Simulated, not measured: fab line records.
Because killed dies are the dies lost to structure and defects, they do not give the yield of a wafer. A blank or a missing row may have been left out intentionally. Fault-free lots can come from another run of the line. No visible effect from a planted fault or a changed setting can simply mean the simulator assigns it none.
fab line records	flow n5Finfet
record lots=9	wafers=27	lastDay=17
route steps=1938 shown BEOL_M2@859 BEOL_M4@1111 PASSIVATION@1936
lots with no fault: from the same line, run without faults
startH: hours from the record's first day to the start of the lot's first wafer shown	waitH: how many hours have passed since the lot's step before this one	" as in the row above	L1.1+2: one row covering several wafers at once	- no value, or no start was given	* or withheld: withheld	< > ~ a bound
route shown NAME@n: a module of which the file shows steps, and the number in the route of the first	usual: the fault-free wafers' mean and standard deviation	same: alike in all rows	chamber/n: place in a boat	sites: the reading at each site	_std_site: the values' standard deviation	_edge_site: outer sites' mean less inner sites'	radiusMm: how far each site lies from the wafer's centre	mask NAME#n: copy n	behind: tool/chamber where the wafer was last shaped	hold: cause of the lot's hold/its duration in hours/its outcome	device: names the non-switching transistor (n, p or np)	end of line: the same wafers' tests at the end of the route	a step with no rows: only its recipe	killed: the dies lost at the first sort to structure and to defects; this is not the yield of the wafer	map: per-die view of a wafer (x killed, . not killed, _ where there is no die)
set.NAME: the setting as run; set.NAME@STEP: as run at that earlier step	model.NAME: the simulator's own value behind a step, which no gauge read
a sample of lots followed through the steps of the route, with each step as a table and each wafer as a row
services: the hour from which a tool's chamber was out of use, counted from the record's first day as startH (under 0 if before that day), plus the number of hours and why
## steps
# step N5_BEOL_M2_ETCH_63
# recipe chemistry=CF4	target=SiARC	targetDepthA=156	maskMaterial=CAR-EUV	timeS=26	ionEnergyEv=80	pressureMtorr=40	sourceW=545	biasW=36	Ar_flow_sccm=100	cf4FlowSccm=100	ends=cleared
# usual biasW=36.02/0.12	cf4FlowSccm=99.97/0.28	drypumpMotorCurrentA=5.5/0.55	etchRfOnTimeS=25.7/0.68	oesProductAu=0.69/0.074	rfFwdPowerW=532.0/1.6	rfVppV=184.0/1.3	showerheadPlenumPTorr=2.13/0.071	throttleValvePct=15.61/0.23
lot.wafer	tool	chamber	startH	waitH	biasW	cf4FlowSccm	drypumpMotorCurrentA	etchRfOnTimeS	oesProductAu	rfFwdPowerW	rfHoursCounterH	rfVppV	showerheadPlenumPTorr	throttleValvePct
L129.1	rieDiel-01	1	132.68	0.0	35.94	99.96	5.0	25.8	0.64	531.9	160	182.8	2.05	15.95
L129.4	"	1	"	"	35.87	100.08	5.0	25.8	0.64	529.9	-	183.1	2.05	15.95
L129.6	"	0	"	"	36.31	99.74	4.7	26.2	0.63	529.6	-	183.4	2.12	15.51
L135.2	rieDiel-06	2	170.30	0.0	36.06	100.29	5.5	25.3	0.61	534.3	208	184.5	2.20	16.00
L135.4	"	3	"	"	36.12	99.63	5.6	24.5	0.70	529.4	88	183.1	2.07	15.63
L135.5	"	1	"	"	36.10	100.59	6.3	24.8	0.81	533.4	-	183.9	2.10	15.32
L139.1	rieDiel-06	2	194.72	0.0	36.11	99.48	5.6	25.3	0.61	532.7	215	185.3	2.19	15.99
L139.2	"	1	"	"	35.75	100.29	6.3	24.4	0.80	534.2	24	183.7	2.10	15.37
L139.3	"	0	"	"	36.04	99.81	5.7	24.5	0.74	531.2	65	184.4	2.26	15.41
L140.2	rieDiel-01	3	205.39	0.0	35.76	100.04	5.4	26.3	0.75	533.4	42	184.0	2.10	15.38
L140.3	"	1	"	"	36.23	100.04	5.0	26.4	0.61	532.0	186	182.6	2.04	16.01
L140.6	"	0	"	"	35.88	99.61	4.7	26.4	0.61	531.7	-	185.2	2.11	15.58
L141.3	rieDiel-02	0	208.16	0.0	36.15	100.14	5.6	25.1	0.76	533.0	48	186.2	2.28	15.51
L141.4	"	3	"	"	36.01	99.75	6.1	25.4	0.81	528.9	14	184.4	2.11	15.53
L141.6	"	0	"	"	36.04	100.03	5.5	25.4	0.76	533.2	-	185.5	2.27	15.50
L147.1	rieDiel-02	3	237.30	0.0	36.23	100.43	6.1	25.4	0.79	535.1	27	183.0	2.10	15.58
L147.2	"	1	"	"	36.00	100.12	6.3	26.1	0.64	532.7	172	182.2	2.07	15.54
L147.5	"	3	"	"	36.11	100.10	6.1	25.5	0.78	531.7	-	184.0	2.10	15.55
L150.1	rieDiel-01	0	253.00	0.0	35.94	99.52	4.7	26.2	0.60	531.6	231	183.6	2.10	15.61
L150.2	"	1	"	"	36.11	100.53	5.0	26.2	0.61	529.9	206	181.6	2.04	16.05
L150.3	"	2	"	"	35.89	100.00	6.2	25.9	0.76	532.8	34	186.1	2.19	15.49
L151.1	rieDiel-01	0	266.28	0.0	36.18	99.94	4.7	26.0	0.60	533.1	237	184.9	2.10	15.63
L151.4	"	2	"	"	35.72	99.70	6.2	25.8	0.76	530.3	40	184.3	2.19	15.50
L151.5	"	2	"	"	35.93	99.67	6.2	25.8	0.75	532.1	-	184.8	2.19	15.51
L152.2	rieDiel-06	3	268.40	0.0	36.03	100.17	5.6	24.5	0.67	532.3	119	183.0	2.06	15.69
L152.4	"	1	"	"	36.12	100.00	6.3	24.8	0.76	534.8	44	183.8	2.09	15.39
L152.5	"	0	"	"	36.03	100.11	5.7	24.9	0.71	533.6	-	186.2	2.25	15.44
# step N5_BEOL_M2_ETCH_41
# recipe chemistry=CH3F/O2	target=SiCN	targetDepthA=299	taperDeg=2	timeS=52.5	ionEnergyEv=120	maskMaterial=TiN	pressureMtorr=30	sourceW=395	biasW=75	Ar_flow_sccm=150	CH3F_flow_sccm=30	O2_flow_sccm=20
# usual CH3F_flow_sccm=30.00/0.095	O2_flow_sccm=20.00/0.057	drypumpMotorCurrentA=5.7/0.5	oesProductAu=0.83/0.091	rfFwdPowerW=391.4/1.4	rfVppV=297.3/1.6	showerheadPlenumPTorr=2.00/0.074	throttleValvePct=16.30/0.23
lot.wafer	tool	chamber	startH	waitH	CH3F_flow_sccm	O2_flow_sccm	drypumpMotorCurrentA	oesProductAu	rfFwdPowerW	rfHoursCounterH	rfVppV	showerheadPlenumPTorr	throttleValvePct
L129.1	rieDiel-01	2	134.22	-	30.13	19.93	6.2	0.68	389.1	245	297.8	2.06	16.59
L129.4	"	1	"	"	30.12	20.00	5.0	0.74	391.8	-	295.1	1.92	16.75
L129.6	"	2	"	"	30.03	20.00	6.2	0.68	390.8	-	297.9	2.06	16.61
L135.2	rieDiel-02	0	172.86	-	30.02	19.99	5.5	0.90	390.1	36	298.1	2.15	16.27
L135.4	"	2	"	"	29.90	20.02	5.8	0.91	390.7	19	297.4	2.05	16.19
L135.5	"	3	"	"	29.89	19.93	6.1	1.00	389.1	-	295.7	1.96	16.17
L139.1	rieDiel-02	3	197.51	-	-	-	-	-	-	-	-	-	-
L139.2	"	1	"	"	-	-	-	-	-	-	-	-	-
L139.3	"	0	"	"	-	-	-	-	-	-	-	-	-
L140.2	rieDiel-01	0	210.05	-	-	-	-	-	-	-	-	-	-
L140.3	"	1	"	"	-	-	-	-	-	-	-	-	-
L140.6	"	0	"	"	-	-	-	-	-	-	-	-	-
L141.3	rieDiel-02	3	210.25	-	-	-	-	-	-	-	-	-	-
L141.4	"	2	"	"	-	-	-	-	-	-	-	-	-
L141.6	"	2	"	"	-	-	-	-	-	-	-	-	-
L147.1	rieDiel-02	2	239.36	-	29.99	19.99	5.8	0.86	388.3	44	299.1	2.05	16.20
L147.2	"	1	"	"	30.01	19.98	6.3	0.75	389.7	172	296.8	1.93	16.26
L147.5	"	3	"	"	29.91	20.01	6.1	0.91	387.4	-	297.2	1.95	16.24
L150.1	rieDiel-01	1	261.77	-	29.99	20.01	5.0	0.71	390.6	210	294.9	1.91	16.85
L150.2	"	2	"	"	30.00	19.89	6.2	0.87	392.3	38	297.8	2.04	16.22
L150.3	"	0	"	"	30.17	20.01	4.7	0.69	392.1	235	296.0	1.95	16.26
L151.1	rieDiel-06	3	268.07	-	30.11	19.89	5.6	0.78	391.3	119	297.1	1.93	16.46
L151.4	"	0	"	"	30.06	20.03	5.7	0.82	392.8	86	300.3	2.12	16.20
L151.5	"	0	"	"	30.03	19.95	5.7	0.82	390.6	-	298.7	2.12	16.22
L152.2	rieDiel-01	0	271.63	-	30.14	19.95	4.7	0.70	390.8	239	297.0	1.95	16.27
L152.4	"	1	"	"	29.95	20.01	5.0	0.71	392.0	213	295.3	1.91	16.84
L152.5	"	2	"	"	30.16	20.00	6.2	0.87	392.7	-	298.2	2.04	16.23
# step N5_BEOL_M2_STRIP_97
# recipe chemistry=N2/H2	timeS=10	powerW=450	tempC=40	pressureMtorr=20	rfFrequencyHz=6e+07	biasPowerW=7	n2FlowSccm=200	h2FlowSccm=200
# usual biasPowerW=7.002/0.022	drypumpMotorCurrentA=5.7/0.5	oesProductAu=0.83/0.089	rfVppV=59.2/0.83	showerheadPlenumPTorr=2.54/0.091	throttleValvePct=23.6/0.36
lot.wafer	tool	chamber	startH	waitH	biasPowerW	drypumpMotorCurrentA	oesProductAu	rfHoursCounterH	rfVppV	showerheadPlenumPTorr	throttleValvePct
L129.1	rieDiel-01	2	-	-	6.986	6.2	0.69	245	58.5	2.60	23.8
L129.4	"	1	"	"	6.991	5.0	0.73	-	59.7	2.45	24.4
L129.6	"	2	"	"	6.996	6.2	0.68	-	59.8	2.60	23.8
L135.2	rieDiel-02	0	-	-	7.040	5.5	0.89	36	59.7	2.70	23.8
L135.4	"	2	"	"	6.981	5.8	0.91	19	58.9	2.61	23.7
L135.5	"	3	"	"	7.018	6.1	1.01	-	58.8	2.48	23.4
L139.1	rieDiel-02	3	-	-	6.965	6.1	0.97	10	60.1	2.47	23.4
L139.2	"	1	"	"	6.996	6.3	0.77	155	58.6	2.44	23.4
L139.3	"	0	"	"	7.024	5.5	0.88	44	59.9	2.70	23.8
L140.2	rieDiel-01	0	-	-	7.000	4.7	0.72	213	59.0	2.52	23.5
L140.3	"	1	"	"	6.982	5.0	0.71	188	58.4	2.44	24.4
L140.6	"	0	"	"	6.977	4.7	0.72	-	57.7	2.52	23.5
L141.3	rieDiel-02	3	-	-	6.989	6.1	0.95	14	58.5	2.47	23.4
L141.4	"	2	"	"	6.979	5.8	0.87	33	58.8	2.61	23.7
L141.6	"	2	"	"	7.003	5.8	0.88	-	60.5	2.61	23.7
L147.1	rieDiel-02	2	-	-	7.015	5.8	0.86	44	59.2	2.60	23.7
L147.2	"	1	"	"	6.982	6.3	0.76	172	58.8	2.43	23.4
L147.5	"	3	"	"	7.040	6.1	0.91	-	58.7	2.47	23.4
L150.1	rieDiel-01	1	-	-	6.975	5.0	0.70	210	61.0	2.43	24.4
L150.2	"	2	"	"	7.016	6.2	0.88	38	59.3	2.58	23.5
L150.3	"	0	"	"	6.941	4.7	0.71	235	58.9	2.51	23.5
L151.1	rieDiel-06	3	-	-	6.984	5.6	0.79	119	58.3	2.45	23.8
L151.4	"	0	"	"	6.976	5.7	0.82	86	58.9	2.67	23.3
L151.5	"	0	"	"	6.995	5.7	0.81	-	59.6	2.67	23.3
L152.2	rieDiel-01	0	-	-	6.981	4.7	0.71	239	58.4	2.51	23.5
L152.4	"	1	"	"	6.965	5.0	0.70	213	57.9	2.43	24.4
L152.5	"	2	"	"	7.002	6.2	0.86	-	59.0	2.58	23.5
# step N5_BEOL_M2_DEGAS_44
# recipe ambient=vacuum	tempC=250	timeS=60
# usual heaterPowerW=313/32
lot.wafer	tool	chamber	startH	waitH	heaterPowerW
L129.1	pvdSputter-01	-	135.06	0.6	274
L129.4	"	-	"	"	342
L129.6	"	-	"	"	309
L135.2	pvdSputter-01	-	173.76	0.6	262
L135.4	"	-	"	"	307
L135.5	"	-	"	"	344
L139.1	pvdSputter-03	-	198.01	0.2	306
L139.2	"	-	"	"	324
L139.3	"	-	"	"	349
L140.2	pvdSputter-01	-	210.86	0.5	314
L140.3	"	-	"	"	265
L140.6	"	-	"	"	361
L141.3	pvdSputter-02	-	211.01	0.5	280
L141.4	"	-	"	"	400
L141.6	"	-	"	"	307
L147.1	pvdSputter-02	-	239.92	0.3	290
L147.2	"	-	"	"	312
L147.5	"	-	"	"	282
L150.1	pvdSputter-03	-	262.40	0.4	301
L150.2	"	-	"	"	319
L150.3	"	-	"	"	345
L151.1	pvdSputter-03	-	268.96	0.6	296
L151.4	"	-	"	"	331
L151.5	"	-	"	"	306
L152.2	pvdSputter-03	-	272.24	0.3	317
L152.4	"	-	"	"	344
L152.5	"	-	"	"	322
# step N5_BEOL_M4_RC_MEAS_101
# usual DIBL_N=36.8/1.5	DIBL_P=37.1/2.1	IOFF_N=0.168/0.03	IOFF_P=0.22/0.034	ION_N=679/12	ION_P=466/8	SS_N=71.7/0.58	SS_P=73.5/0.67	VT_N=248.8/2.7	VT_P=-250/3.3
lot.wafer	tool	chamber	startH	waitH	DIBL_N[mV/V]	DIBL_P[mV/V]	IOFF_N[nA/um]	IOFF_P[nA/um]	ION_N[uA/um]	ION_P[uA/um]	SS_N[mV/dec]	SS_P[mV/dec]	VT_N[mV]	VT_P[mV]
L129.1	prober-02	0	156.19	0.0	38.6	39.9	0.204	0.24	683	463	73.2	74.1	247.3	-249
L129.4	"	0	"	"	34.9	35.0	0.135	0.17	662	455	71.3	73.5	250.8	-256
L129.6	"	0	"	"	38.5	39.9	0.213	0.25	679	466	71.6	74.3	244.0	-247
L135.2	prober-01	0	198.07	0.2	35.4	37.0	0.167	0.22	671	469	71.3	74.0	247.2	-249
L135.4	"	0	"	"	35.5	37.0	0.166	0.21	680	463	71.8	72.8	245.1	-248
L135.5	"	0	"	"	35.6	37.2	0.183	0.22	684	470	71.2	73.4	244.9	-247
L147.1	prober-01	0	268.45	0.0	38.4	38.2	0.189	0.24	696	480	72.0	73.4	246.2	-250
L147.2	"	0	"	"	37.9	37.6	0.169	0.24	677	464	71.6	73.5	245.0	-249
L147.5	"	0	"	"	37.8	38.1	0.193	0.25	708	484	72.4	74.2	243.7	-245
L150.1	prober-02	0	288.14	0.0	39.5	39.8	0.233	0.28	712	478	71.8	74.5	244.4	-247
L150.2	"	0	"	"	36.3	36.0	0.149	0.21	687	472	71.4	73.2	250.9	-249
L150.3	"	0	"	"	37.7	37.7	0.182	0.23	695	476	72.2	73.2	248.9	-250
L151.1	prober-02	0	296.59	0.0	33.4	33.0	0.126	0.19	679	469	71.3	72.9	252.8	-251
L151.4	"	0	"	"	34.7	34.8	0.147	0.22	681	472	71.5	73.4	252.4	-247
L151.5	"	0	"	"	36.5	36.2	0.164	0.26	678	474	72.4	73.0	248.7	-246
L152.2	prober-01	0	314.67	0.2	37.7	38.6	0.167	0.25	676	467	71.3	73.1	249.5	-246
L152.4	"	0	"	"	38.0	37.2	0.171	0.22	680	469	71.0	72.6	249.2	-248
L152.5	"	0	"	"	35.4	34.7	0.135	0.18	667	455	71.3	72.9	252.4	-251
# step N5_PASSIVATION_PROBE_49
# usual defectLimitedYield=91.0/1.5	killed_at_M0_to_M3=34/11	killed_at_M4_up=14/5.3	killedAtContacts=13/7	killedAtFrontEnd=41/13	killedAtOther=4/3.1	killedDies=106/17	killedOnRim=14/3.9	killedOpen=70/12	killedShort=35/8	sort_bin_5_function=5.2/0.98	sort_bin_6_memory=3.4/0.69	sortNPass=1074/17	sortYieldPct=91.0/1.5
# same grossDies=1180	killedAtBackSide=0	sort_bin_4_leakage[%]=0	sort_bin_8_speed[%]=0
lot.wafer	tool	chamber	startH	waitH	defectLimitedYield[%]	killed_at_M0_to_M3	killed_at_M4_up	killedAtContacts	killedAtFrontEnd	killedAtOther	killedDies	killedOnRim	killedOpen	killedShort	sort_bin_5_function[%]	sort_bin_6_memory[%]	sortNPass	sortYieldPct[%]
L139.1	prober-01	-	317.91	0.0	0	1111	14	6	48	1	1180	152	67	48	96.1	3.6	0	0
L139.2	prober-01	-	317.96	0.1	0	1102	12	8	53	5	1180	152	66	48	95.6	3.9	0	0
L139.3	prober-01	-	318.01	0.1	0	1086	11	21	61	1	1180	152	82	38	95.7	3.8	0	0
L140.2	prober-02	-	339.64	0.1	0	1086	10	18	59	7	1180	152	67	42	95.6	4.0	0	0
L140.3	prober-02	-	339.69	0.1	0	1104	15	17	40	4	1180	152	51	32	96.0	3.4	0	0
L140.6	prober-02	-	339.84	0.3	0	1081	14	32	46	7	1180	152	81	39	94.9	4.9	0	0
L141.3	prober-02	-	356.60	0.1	0	1127	11	3	33	6	1180	152	40	35	97.1	2.7	0	0
L141.4	prober-02	-	356.65	0.2	0	1118	11	12	33	6	1180	152	63	34	96.4	3.3	0	0
L141.6	prober-02	-	356.75	0.3	0	1097	11	18	47	7	1180	152	82	33	96.2	3.6	0	0
L147.1	prober-02	-	392.62	0.0	90.6	45	6	10	44	6	111	10	64	47	6.3	3.0	1069	90.6
L147.2	prober-02	-	392.67	0.1	91.0	37	11	17	32	9	106	13	76	29	5.0	3.6	1074	91.0
L147.5	prober-02	-	392.82	0.2	91.0	32	14	23	32	5	106	14	63	42	5.5	3.3	1074	91.0
# killed by level:class
L139.1 BEOL_M2:areaEtch=1064 BEOL_M0_SAQP:geometricParticle:short=14 BEOL_M0_SAQP:geometricParticle:open=14 STI_FIN_REVEAL:geometricParticle:open=8 BEOL_M3:geometricParticle:open=8 DUMMY_GATE:geometricParticle:open=7 BEOL_M1:geometricParticle:open=6 FIN_SAQP:geometricParticle:short=5
L139.2 BEOL_M2:areaEtch=1061 BEOL_M0_SAQP:geometricParticle:short=15 BEOL_M0_SAQP:geometricParticle:open=15 STI_FIN_REVEAL:geometricParticle:open=13 FIN_SAQP:geometricParticle:open=9 FIN_SAQP:geometricParticle:short=6 STI_FIN_REVEAL:geometricParticle:short=5 BEOL_M1:geometricParticle:open=5
L139.3 BEOL_M2:areaEtch=1060 FIN_SAQP:geometricParticle:open=17 STI_FIN_REVEAL:geometricParticle:open=17 MOL_CONTACT_COAG:geometricParticle:open=16 FIN_SAQP:geometricParticle:short=7 BEOL_M0_SAQP:geometricParticle:open=7 STI_FIN_REVEAL:geometricParticle:short=5 MOL_CONTACT_COAG:geometricParticle:short=5
L140.2 BEOL_M2:areaEtch=1071 STI_FIN_REVEAL:geometricParticle:open=22 MOL_CONTACT_COAG:geometricParticle:open=15 FIN_SAQP:geometricParticle:open=9 FIN_SAQP:geometricParticle:short=8 STI_FIN_REVEAL:geometricParticle:short=7 BEOL_M0:geometricParticle:short=5 GATE_CUT:geometricParticle:short=3
L140.3 BEOL_M2:areaEtch=1094 MOL_CONTACT_COAG:geometricParticle:open=13 FIN_SAQP:geometricParticle:open=9 GATE_CUT:geometricParticle:short=8 STI_FIN_REVEAL:geometricParticle:open=6 FIN_SAQP:geometricParticle:short=5 BEOL_M4:geometricParticle:open=5 MOL_CONTACT_COAG:geometricParticle:short=4
L140.6 BEOL_M2:areaEtch=1057 MOL_CONTACT_COAG:geometricParticle:open=25 STI_FIN_REVEAL:geometricParticle:open=15 BEOL_M3:geometricParticle:open=8 MOL_CONTACT_COAG:geometricParticle:short=7 FIN_SAQP:geometricParticle:open=6 FIN_SAQP:geometricParticle:short=5 STI_FIN_REVEAL:geometricParticle:short=5
L141.3 BEOL_M2:areaEtch=1104 DUMMY_GATE:geometricParticle:open=9 BEOL_M0_SAQP:geometricParticle:open=8 STARTING-WAFER:geometricParticle:short=6 FIN_SAQP:geometricParticle:short=4 BEOL_M0_SAQP:geometricParticle:short=4 BEOL_M2:geometricParticle:open=4 BEOL_M4:geometricParticle:open=4
L141.4 BEOL_M2:areaEtch=1083 BEOL_M2:geometricParticle:open=11 STI_FIN_REVEAL:geometricParticle:open=7 MOL_CONTACT_COAG:geometricParticle:open=7 GATE_CUT:geometricParticle:short=6 BEOL_M0_SAQP:geometricParticle:short=6 MOL_CONTACT_COAG:geometricParticle:short=5 BEOL_M1:geometricParticle:open=5
L141.6 BEOL_M2:areaEtch=1065 STI_FIN_REVEAL:geometricParticle:open=19 MOL_CONTACT_COAG:geometricParticle:open=15 BEOL_M3:geometricParticle:open=11 BEOL_M0_SAQP:geometricParticle:open=6 BEOL_M0_SAQP:geometricParticle:short=6 FIN_SAQP:geometricParticle:short=5 GATE_CUT:geometricParticle:short=5
L147.1 DUMMY_GATE:geometricParticle:open=12 BEOL_M0_SAQP:geometricParticle:short=12 BEOL_M1:geometricParticle:open=10 STI_FIN_REVEAL:geometricParticle:open=7 GATE_CUT:geometricParticle:short=7 MOL_CONTACT_COAG:geometricParticle:open=7 BEOL_M0_SAQP:geometricParticle:open=6 FIN_SAQP:geometricParticle:open=5
L147.2 BEOL_M0_SAQP:geometricParticle:open=13 MOL_CONTACT_COAG:geometricParticle:open=10 STI_FIN_REVEAL:geometricParticle:open=8 FIN_SAQP:geometricParticle:open=7 MOL_CONTACT_COAG:geometricParticle:short=7 BEOL_M4:geometricParticle:open=6 BEOL_M1:geometricParticle:open=5 GATE_CUT:geometricParticle:short=4
L147.5 MOL_CONTACT_COAG:geometricParticle:open=19 GATE_CUT:geometricParticle:short=7 BEOL_M0_SAQP:geometricParticle:open=7 BEOL_M4:geometricParticle:open=6 BEOL_M0_SAQP:geometricParticle:short=5 BEOL_M3:geometricParticle:open=5 GATE_CUT:geometricParticle:open=4 MOL_CONTACT_COAG:geometricParticle:short=4
## services
tool	chamber	startH	hours	kind
rieDiel-06	1	109.69	-	clean
rieDiel-06	1	109.69	-	consumableReplace:focusRing
rieDiel-06	1	109.69	20.6	scheduledDown
rieDiel-06	1	109.69	20.6	ventCycle
rieDiel-01	3	130.35	4.5	repair
rieDiel-01	2	147.45	-	clean
rieDiel-01	2	147.45	-	consumableReplace:focusRing
rieDiel-01	2	147.45	14.8	scheduledDown
rieDiel-01	2	147.45	14.8	ventCycle
rieDiel-02	3	148.32	-	clean
rieDiel-02	3	148.32	-	consumableReplace:focusRing
rieDiel-01	-	148.96	0.1	repair
pvdSputter-02	-	153.89	1.6	repair
rieDiel-02	1	158.46	5.5	repair
rieDiel-06	-	215.62	15.6	pm
rieDiel-02	2	235.45	2.4	repair
rieDiel-01	3	246.14	18.9	repair
## key
firstSign step=N5_BEOL_M2_ETCH_41	reading=toolRecord	direction=missing
effect step=N5_PASSIVATION_PROBE_49	reading=killed_at_M0_to_M3	direction=up	sigmas=94	usual=34	struck=1101
moreKillsBornAt N5_BEOL_M2_ETCH_41@rieDiel-02=6437	N5_BEOL_M2_ETCH_41@rieDiel-01=3222
metAt N5_BEOL_M2_ETCH_41
struckLots L139,L140,L141
laterRowsLeftOut L139.1,L139.2,L139.3,L140.2,L140.3,L140.6,L141.3,L141.4,L141.6
notActingAt N5_BEOL_M2_ETCH_63,N5_BEOL_M2_STRIP_97,N5_BEOL_M2_DEGAS_44
onsetBetween 172.86 197.51
fault kind=skippedStepWhole	tool=rieDiel-01,rieDiel-02	chamber=-	onsetH=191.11	steps=N5_BEOL_M2_ETCH_41	scope=struckLotsOnly
# laterRowsLeftOut: the simulator's readings of these wafers behind a module that went badly wrong aren't trusted and aren't shown, but for the sort
